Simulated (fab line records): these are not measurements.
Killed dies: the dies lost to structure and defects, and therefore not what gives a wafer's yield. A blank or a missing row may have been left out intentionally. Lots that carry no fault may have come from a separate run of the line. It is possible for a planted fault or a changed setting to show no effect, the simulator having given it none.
Which tool did it?	flow n5-finfet	route of 1938 steps, sampled at 1 step: 12 lots, 36 wafers

== WHAT THE GAUGES SHOWED, per wafer ==
N5_BEOL_M8_OVL_MEAS_29.
lot	measured	on	V7_OVL (nm)
L077	day 9 20:46	overlay-02	-1.0 -0.6 -0.2
L076	day 9 21:11	overlay-02	-0.2 -0.4 -0.7
L078	day 10 11:41	overlay-01	0.3 1.0 0.5
L081	day 10 22:44	overlay-01	1.1 0.3 0.3
L083	day 11 04:48	overlay-02	0.3 -0.1 0.8
L085	day 12 03:05	overlay-01	0.3 0.1 0.3
L087	day 13 05:44	overlay-02	0.3 1.1 0.5
L088	day 13 11:25	overlay-02	-0.5 -0.5 -0.4
L091	day 13 20:41	overlay-01	0.7 0.5 0.7
L094	day 14 10:51	overlay-02	-0.2 0.8 -0.9
L095	day 14 18:28	overlay-01	-0.6 -0.8 0.6
L097	day 15 04:55	overlay-02	-1.0 -0.6 -1.2

== TOOL THAT RAN EACH LOT (tool first, then ch and the chambers of the sampled wafers, then the start) ==
Before these readings, the record contains no process step.

== THE ANSWER, worked out from the rows above alone ==
Rule: usual is defined by the lots themselves. The widest of any qualifying gaps counts: lots, ordered by their means at a reading, are off when they make up no more than a third of the lots, leave a main group of 4 or more, and stand apart from it by 3 or more times the standard deviation of that group's means. Not used: any main group whose means are identical at the precision the tables above print for the reading. Also off: a lot with no number at a reading for which 4 or more lots have one. The other lots that the step has rows for count as sound.
None of the lots is off at any reading shown; this tells nothing.

== WHAT THE SIMULATOR HAD PUT IN ==
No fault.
